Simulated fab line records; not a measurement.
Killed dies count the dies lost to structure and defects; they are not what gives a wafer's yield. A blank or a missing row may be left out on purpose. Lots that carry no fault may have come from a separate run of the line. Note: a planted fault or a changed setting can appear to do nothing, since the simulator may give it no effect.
fab line records | flow nandHarc
record lots=14 | wafers=42 | lastDay=23
route steps=1159 shown A_M0@1006
lots that met no fault: from a run of the same line without faults
startH: hours from the record's opening day to when the first of the lot's shown wafers began | waitH: hours since the lot's step before | " the same as in the row above | L1.1+2: a row that stands for several wafers | - no value, or no start given | * or withheld: withheld | < > ~ a bound
route shown NAME@n: names a module that has steps shown in the file, with the first one's number in the route | usual: mean and standard deviation over wafers with no fault | same: alike in all rows | chamber/n: place in a boat | sites: readings site by site | _std_site: the standard deviation of these | _edge_site: inner sites' mean taken away from outer sites' mean | radiusMm: for every site, how far away it sits from the centre of the wafer | mask NAME#n: copy n | behind: tool/chamber where the wafer was last shaped | hold: cause of the lot's hold/its duration in hours/its outcome | device: whichever transistor did not switch (one of n, p or np) | end of line: the tests these same wafers got at the end of their route | for a step that has no rows: nothing shown but its recipe | killed: count of dies lost to structure and defects at first sort (not the wafer's yield) | map: a wafer's dies, x killed, . not, _ none there
set.NAME: the setting as run; set.NAME@STEP: as run at that earlier step | model.NAME: the simulator's own value behind a step, which no gauge read
the route's steps for a sample of lots (tables are steps, rows are wafers)
services: from which hour (startH, from the record's first day; less than 0 if before it) a tool's chamber was out of use, for how many hours, and why
## steps
# step NHARC_A_M0_INSPECT_11
# usual rawDefectCount=26/12
lot.wafer | tool             | chamber | startH | waitH | rawDefectCount
L118.2    | defectInspect-02 | -       | 407.19 | 0.0   | 23
L118.3    | "                | -       | "      | "     | 21
L118.6    | "                | -       | "      | "     | 28
L117.2    | defectInspect-01 | -       | 410.32 | 0.0   | 17
L117.3    | "                | -       | "      | "     | 24
L117.5    | "                | -       | "      | "     | 21
L119.2    | defectInspect-01 | -       | 411.66 | 0.0   | 29
L119.3    | "                | -       | "      | "     | 34
L119.5    | "                | -       | "      | "     | 38
L122.2    | defectInspect-01 | -       | 414.93 | 0.0   | 21
L122.5    | "                | -       | "      | "     | 25
L122.6    | "                | -       | "      | "     | 29
L120.2    | defectInspect-02 | -       | 421.48 | 0.0   | 12
L120.3    | "                | -       | "      | "     | 12
L120.5    | "                | -       | "      | "     | 13
L121.3    | defectInspect-01 | -       | 426.02 | 0.1   | 44
L121.4    | "                | -       | "      | "     | 44
L121.5    | "                | -       | "      | "     | 38
L116.2    | defectInspect-02 | -       | 434.11 | 0.0   | 12
L116.4    | "                | -       | "      | "     | 14
L116.6    | "                | -       | "      | "     | 13
L123.2    | defectInspect-01 | -       | 439.50 | 0.0   | 17
L123.4    | "                | -       | "      | "     | 14
L123.6    | "                | -       | "      | "     | 14
L125.1    | defectInspect-02 | -       | 451.44 | 0.0   | 59
L125.2    | "                | -       | "      | "     | 40
L125.3    | "                | -       | "      | "     | 46
L127.2    | defectInspect-01 | -       | 451.83 | 0.0   | 15
L127.3    | "                | -       | "      | "     | 9
L127.4    | "                | -       | "      | "     | 18
L126.3    | defectInspect-02 | -       | 472.83 | 0.0   | 52
L126.4    | "                | -       | "      | "     | 40
L126.5    | "                | -       | "      | "     | 35
L129.1    | defectInspect-01 | -       | 478.50 | 0.0   | 42
L129.3    | "                | -       | "      | "     | 41
L129.6    | "                | -       | "      | "     | 36
L131.1    | defectInspect-02 | -       | 495.72 | 0.0   | 30
L131.2    | "                | -       | "      | "     | 31
L131.6    | "                | -       | "      | "     | 27
L132.2    | defectInspect-01 | -       | 503.93 | 0.0   | 14
L132.5    | "                | -       | "      | "     | 14
L132.6    | "                | -       | "      | "     | 12
# step NHARC_A_M0_DEGAS_28
# recipe tempC=250 | timeS=60
# usual heaterPowerW=328/29
lot.wafer | tool          | chamber | startH | waitH | heaterPowerW
L118.3    | pvdSputter-01 | -       | 408.17 | -     | 308
L118.2    | "             | -       | "      | "     | 296
L118.6    | "             | -       | "      | "     | 300
L117.3    | pvdSputter-02 | -       | 411.31 | -     | 338
L117.2    | "             | -       | "      | "     | 435
L117.5    | "             | -       | "      | "     | 313
L119.2    | pvdSputter-03 | -       | 412.67 | -     | 339
L119.3    | "             | -       | "      | "     | 334
L119.5    | "             | -       | "      | "     | 343
L122.2    | pvdSputter-01 | -       | 415.97 | -     | 366
L122.6    | "             | -       | "      | "     | 302
L122.5    | "             | -       | "      | "     | 320
L120.2    | pvdSputter-01 | -       | 422.48 | -     | 299
L120.3    | "             | -       | "      | "     | 316
L120.5    | "             | -       | "      | "     | 303
L121.3    | pvdSputter-02 | -       | 427.00 | -     | 315
L121.4    | "             | -       | "      | "     | 321
L121.5    | "             | -       | "      | "     | 310
L116.4    | pvdSputter-03 | -       | 435.11 | -     | 320
L116.2    | "             | -       | "      | "     | 329
L116.6    | "             | -       | "      | "     | 333
L123.2    | pvdSputter-02 | -       | 440.50 | -     | 331
L123.4    | "             | -       | "      | "     | 318
L123.6    | "             | -       | "      | "     | 335
L125.1    | pvdSputter-03 | -       | 452.58 | -     | 315
L125.3    | "             | -       | "      | "     | 321
L125.2    | "             | -       | "      | "     | 325
L127.2    | pvdSputter-01 | -       | 452.84 | -     | 298
L127.3    | "             | -       | "      | "     | 362
L127.4    | "             | -       | "      | "     | 319
L126.3    | pvdSputter-02 | -       | 473.81 | -     | 333
L126.4    | "             | -       | "      | "     | 431
L126.5    | "             | -       | "      | "     | 420
L129.3    | pvdSputter-01 | -       | 479.57 | -     | 302
L129.1    | "             | -       | "      | "     | 364
L129.6    | "             | -       | "      | "     | 320
L131.1    | pvdSputter-03 | -       | 496.71 | -     | 314
L131.2    | "             | -       | "      | "     | 307
L131.6    | "             | -       | "      | "     | 322
L132.2    | pvdSputter-02 | -       | 504.95 | -     | 314
L132.5    | "             | -       | "      | "     | 315
L132.6    | "             | -       | "      | "     | 344
# step NHARC_A_M0_ECD_22
# recipe targetThkA=4000 | bathTempC=25 | material=Cu
lot.wafer  | tool     | chamber | startH | waitH
L118.2+3+6 | ecdCu-02 | 1       | 408.58 | -
L117.2+3+5 | ecdCu-02 | 1       | 411.71 | -
L119.2+3+5 | ecdCu-02 | 0,1,1   | 413.03 | -
L122.2+5+6 | ecdCu-01 | 1,0,1   | 416.35 | -
L120.2+3+5 | ecdCu-02 | 0,1,0   | 422.84 | -
L121.3+4+5 | ecdCu-02 | 1,0,1   | 427.46 | -
L116.2+4+6 | ecdCu-01 | 0       | 435.46 | -
L123.2+4+6 | ecdCu-02 | 1       | 440.85 | -
L125.1+2+3 | ecdCu-02 | 1,0,1   | 453.22 | -
L127.2+4+3 | ecdCu-02 | 1,0,1   | 453.57 | -
L126.4+3+5 | ecdCu-02 | 1,0,0   | 474.28 | -
L129.1+3+6 | ecdCu-02 | 0,1,1   | 479.93 | -
L131.1+2+6 | ecdCu-02 | 0,1,0   | 497.06 | -
L132.2+5+6 | ecdCu-02 | 0,0,1   | 505.32 | -
# step NHARC_A_M0_CMP_23
# recipe tOverpolishS=20 | targetThkNm=113.75
# usual motorCurrentA=12.3/1.3 | timeToEndpointS=28.9/2.7
lot.wafer | tool   | chamber | startH | waitH | motorCurrentA | timeToEndpointS
L118.2    | cmp-03 | 2       | 409.43 | -     | 13.3          | 29.6
L118.3    | "      | 3       | "      | "     | 12.4          | 27.0
L118.6    | "      | 0       | "      | "     | 14.5          | 24.9
L117.3    | cmp-04 | 3       | 412.47 | -     | 12.0          | 30.9
L117.2    | "      | 0       | "      | "     | 12.4          | 29.5
L117.5    | "      | 1       | "      | "     | 12.0          | 30.5
L119.3    | cmp-02 | 3       | 413.78 | -     | 10.1          | 29.5
L119.2    | "      | 1       | "      | "     | 11.7          | 33.5
L119.5    | "      | 2       | "      | "     | 13.6          | 30.4
L122.2    | cmp-03 | 2       | 417.05 | -     | 13.5          | 32.6
L122.6    | "      | 1       | "      | "     | 12.0          | 30.3
L122.5    | "      | 2       | "      | "     | 13.6          | 31.0
L120.2    | cmp-04 | 0       | 423.56 | -     | 11.5          | 31.1
L120.3    | "      | 1       | "      | "     | 11.3          | 32.7
L120.5    | "      | 1       | "      | "     | 11.8          | 31.1
L121.4    | cmp-03 | 1       | 428.11 | -     | 12.2          | 26.1
L121.3    | "      | 2       | "      | "     | 14.2          | 28.8
L121.5    | "      | 1       | "      | "     | 12.1          | 26.8
L116.2    | cmp-02 | 0       | 436.24 | -     | 9.5           | 28.3
L116.4    | "      | 1       | "      | "     | 11.5          | 33.7
L116.6    | "      | 3       | "      | "     | 10.7          | 24.6
L123.4    | cmp-04 | 2       | 441.57 | -     | 11.2          | 29.4
L123.2    | "      | 3       | "      | "     | 11.8          | 30.7
L123.6    | "      | 2       | "      | "     | 10.7          | 27.9
L125.3    | cmp-04 | 3       | 453.94 | -     | 12.2          | 28.6
L125.2    | "      | 0       | "      | "     | 12.4          | 29.3
L125.1    | "      | 1       | "      | "     | 11.4          | 26.7
L127.3    | cmp-03 | 3       | 454.24 | -     | 12.1          | 26.9
L127.2    | "      | 0       | "      | "     | 14.5          | 26.9
L127.4    | "      | 2       | "      | "     | 13.3          | 30.2
L126.4    | cmp-04 | 3       | 474.91 | -     | 11.9          | 30.5
L126.3    | "      | 0       | "      | "     | 11.4          | 27.4
L126.5    | "      | 0       | "      | "     | 11.9          | 29.3
L129.1    | cmp-04 | 0       | 480.66 | -     | 11.8          | 27.3
L129.3    | "      | 1       | "      | "     | 11.7          | 27.3
L129.6    | "      | 0       | "      | "     | 12.4          | 30.0
L131.1    | cmp-03 | 3       | 497.84 | -     | 12.4          | 7.9
L131.2    | "      | 1       | "      | "     | 11.5          | 10.4
L131.6    | "      | 3       | "      | "     | 12.4          | 26.2
L132.2    | cmp-03 | 2       | 506.06 | -     | 14.0          | 10.8
L132.6    | "      | 2       | "      | "     | 13.3          | 28.0
L132.5    | "      | 3       | "      | "     | 12.6          | 28.8
## services
tool          | chamber | startH | hours | kind
pvdSputter-02 | -       | 392.04 | 10.0  | pm
pvdSputter-03 | -       | 397.09 | 2.5   | repair
cmp-04        | -       | 399.00 | 4.0   | pm
cmp-04        | -       | 403.00 | -     | consumableReplace:conditioner
cmp-04        | -       | 403.00 | -     | consumableReplace:pad
cmp-02        | -       | 419.80 | 3.5   | repair
cmp-02        | -       | 427.28 | -     | consumableReplace:conditioner
cmp-02        | -       | 427.28 | -     | consumableReplace:pad
cmp-03        | -       | 430.90 | 0.9   | repair
cmp-02        | -       | 440.91 | 2.0   | repair
ecdCu-01      | -       | 448.00 | 8.0   | pm
cmp-03        | -       | 450.03 | 4.0   | pm
cmp-03        | -       | 454.03 | -     | consumableReplace:conditioner
cmp-03        | -       | 454.03 | -     | consumableReplace:pad
pvdSputter-03 | -       | 458.00 | 10.0  | pm
ecdCu-01      | -       | 463.74 | 0.8   | repair
cmp-04        | -       | 485.62 | 2.1   | repair
pvdSputter-02 | -       | 495.66 | 7.5   | repair
cmp-04        | -       | 497.00 | 4.0   | pm
cmp-04        | -       | 501.00 | -     | consumableReplace:conditioner
cmp-04        | -       | 501.00 | -     | consumableReplace:pad
## key
firstSign step=NHARC_A_M0_CMP_23 | reading=timeToEndpointS | direction=down | sigmas=7 | usual=* | struck=*
effect none on later readings
metAt NHARC_A_M0_ECD_22
struckLots L131,L132
struckWafers L131.1,L131.2,L132.2
laterRowsLeftOut L131.1,L131.2,L132.2
sortLeftOut L131.1,L131.2,L132.2
notActingAt NHARC_A_M0_INSPECT_11,NHARC_A_M0_DEGAS_28
onsetBetween 479.93 497.06
fault kind=processParameterDrift | tool=ecdCu-02 | chamber=- | onsetH=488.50 | steps=NHARC_A_M0_ECD_22 | channel=targetThkA | offset=* | shape=step | endH=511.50 | scope=struckWafersOnly | actsIn=* | stated=*
# sortLeftOut: the simulated sort isn't trusted on such a fault, so these wafers' sort isn't shown, and their yield isn't known
# laterRowsLeftOut: the simulator's readings of these wafers behind a module that went badly wrong aren't trusted and aren't shown, but for the sort
